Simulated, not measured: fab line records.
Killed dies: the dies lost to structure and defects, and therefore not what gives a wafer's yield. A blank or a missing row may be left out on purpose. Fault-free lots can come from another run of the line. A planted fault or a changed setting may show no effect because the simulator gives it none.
Split-lot study | flow n5-finfet | route with 1938 steps; 7 lots, 21 wafers read

== THE SPLIT ==
At N5_BEOL_M1_EXPOSE_25 (exposes mask V0, defocus 5 nm, target cd 24 nm), the setting dose-mj was moved away from the recipe's 63 on 4 of the 21 wafers read, by -5.1% to +5.6%. This setting was run at the recipe's value on the other wafers.

== FROM THE SPLIT TO THE READING: what the file shows between them, 2 steps ==
- N5_BEOL_M1_PEB_26: peb time 60 s
- N5_BEOL_M1_DEVELOP_27: develop time 30 s

== THE READING ==
cd-nm, in nm, at N5_BEOL_M1_CD_MEAS_28 (target cd y 23.3 nm). Typical for fault-free wafers on this fab line: 23.76 nm, with standard deviation 0.25 nm.

wafer  | tool, chamber at the split | dose-mj as run | against the recipe | cd-nm, nm | against lot-mates on the recipe
L074.1 | euv-scanner-02, 0          | 63             | recipe             | 23.60     | -
L074.2 | euv-scanner-02, 0          | 63             | recipe             | 24.01     | -
L074.5 | euv-scanner-02, 0          | 63             | recipe             | 24.04     | -
L082.2 | euv-scanner-02, 0          | 63             | recipe             | 23.89     | -
L082.5 | euv-scanner-02, 0          | 63             | recipe             | 23.35     | -
L082.6 | euv-scanner-02, 0          | 63             | recipe             | 23.90     | -
L084.4 | euv-scanner-02, 0          | 63             | recipe             | 23.38     | -
L084.5 | euv-scanner-02, 0          | 66.51          | +5.6%              | 25.00     | +1.37
L084.6 | euv-scanner-02, 0          | 63             | recipe             | 23.89     | -
L086.1 | euv-scanner-02, 0          | 64.91          | +3.0%              | 24.19     | +0.30
L086.4 | euv-scanner-02, 0          | 64.91          | +3.0%              | 24.36     | +0.47
L086.5 | euv-scanner-02, 0          | 63             | recipe             | 23.89     | -
L091.1 | euv-scanner-01, 0          | 63             | recipe             | 23.38     | -
L091.4 | euv-scanner-01, 0          | 63             | recipe             | 23.85     | -
L091.5 | euv-scanner-01, 0          | 59.79          | -5.1%              | 22.42     | -1.20
L092.3 | euv-scanner-01, 0          | 63             | recipe             | 23.80     | -
L092.5 | euv-scanner-01, 0          | 63             | recipe             | 23.45     | -
L092.6 | euv-scanner-01, 0          | 63             | recipe             | 23.73     | -
L093.3 | euv-scanner-01, 0          | 63             | recipe             | 23.77     | -
L093.4 | euv-scanner-01, 0          | 63             | recipe             | 23.81     | -
L093.6 | euv-scanner-01, 0          | 63             | recipe             | 23.57     | -

FIT RESULTS
A straight line over all 21 wafers: cd-nm changes by +0.228 nm for each +1% of dose-mj; r = +0.90; the points scatter about the line by 0.22 nm.
The same after taking each lot's own level away (the mean of its wafers on the recipe; 21 wafers): +0.215 nm for each +1%; r = +0.89; scatter 0.21 nm.
That fit puts the effect of the largest move of dose-mj on the reading at 1.2 nm.
The lots' own levels span 23.615 to 23.890 nm, that is 1.1 times the standard deviation above.
So the lot-to-lot level changes the slope little: the two slopes agree.
Check: for one of the wafers moved furthest among these (+5.6%), held out of the fit, the line's prediction against its lot-mates is +1.03 nm. It came out at +1.37 nm against them.

== THE OTHER SPLITS THESE WAFERS WENT THROUGH ==
Note: prior to the reading, these wafers also went through further splits. Each is held against what the fit with the lots' levels taken away leaves over:
other split on the same wafers            | wafers away from the commonest value | r with cd-nm (lot level and that fit taken away)
N5_MOL_CONTACT_COAG_EXPOSE_81 dose-mj     | 6                                    | -0.27
N5_MOL_CONTACT_COAG_EXPOSE_37 dose-mj     | 10                                   | +0.05
N5_MOL_CONTACT_COAG_ETCH_67 source-w      | 5                                    | +0.07
N5_BEOL_M0_SAQP_SPACER1_ALD_98 ald-cycles | 6                                    | +0.09
N5_BEOL_M1_ILD_DEP_00 time-s              | 7                                    | +0.16

== THE WHOLE CHAIN: every reading that the file lists as answering this split, in the file's order ==
step                   | what it does                                                       | reading                                                        | change (the file's fit)               | r (the file's)
N5_BEOL_M1_CD_MEAS_28  | target cd y 23.3 nm                                                | cd-nm                                                          | +0.224 nm for each +1% of the setting | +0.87
N5_BEOL_M1_VIA_ETCH_34 | etches the open film in C4F6/O2, target depth 67.8 nm, time 64.4 s | BEOL_M1.cd-nm (the simulator's own value, which no gauge read) | +0.2 nm for each +1% of the setting   | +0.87

== FILE'S OWN FIT ==
cd-nm changes by +0.224 nm for each +1% of dose-mj, r = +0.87.
